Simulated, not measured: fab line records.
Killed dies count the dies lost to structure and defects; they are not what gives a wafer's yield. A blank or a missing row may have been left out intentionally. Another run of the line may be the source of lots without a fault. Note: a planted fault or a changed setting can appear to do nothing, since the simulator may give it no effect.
Matching of chambers ; flow n5_finfet ; rie_diel-03 running N5_BEOL_M11_ETCH_62: 4 sister chambers
The step etches SOC in N2/H2, target depth 110 nm, overetch 22 nm, time 165 s. 7 wafers are shown with their chamber, then 8 later ones without.

== WAFERS WITH THEIR CHAMBER ==
wafer;chamber;drypump_motor_current_A (A);throttle_valve_pct (%)
L074.3;3;5.7;17.69
L081.3;0;5.7;17.31
L081.5;0;5.6;17.30
L085.3;1;6.6;17.91
L085.5;1;6.6;17.92
L085.6;2;6.4;17.74
L084.1;2;6.4;17.74

== WAFERS WITH NO CHAMBER GIVEN ==
wafer;drypump_motor_current_A (A);throttle_valve_pct (%)
L084.2;5.7;17.33
L084.6;5.6;17.33
L092.2;6.4;17.76
L092.4;6.4;17.77
L092.5;5.6;17.34
L097.3;5.7;17.77
L097.4;5.7;17.36
L097.6;5.7;17.36

== WHICH CHAMBER EACH WENT THROUGH ==
wafer;from the rows above;in truth
L084.2;0;0
L084.6;0;0
L092.2;2;2
L092.4;2;2
L092.5;0;0
L097.3;3;3
L097.4;0;0
L097.6;0;0
Placed correctly: 8 of 8. Left unplaced by these rows: 0. Wrongly placed: 0.
How it was worked out, from the rows above alone: a wafer's distance from a chamber is the root of the sum, over the readings, of the square of ((its reading less the chamber's mean) divided by the reading's scatter). If the next closest chamber is less than 2 further off than the closest, the wafer can't be placed; otherwise it belongs to the closest. Each chamber's mean is taken over the wafers shown for it. The scatter: take each reading less its chamber's mean, square it, sum over the shown wafers, divide by the number of wafers less the number of chambers, and take the root.
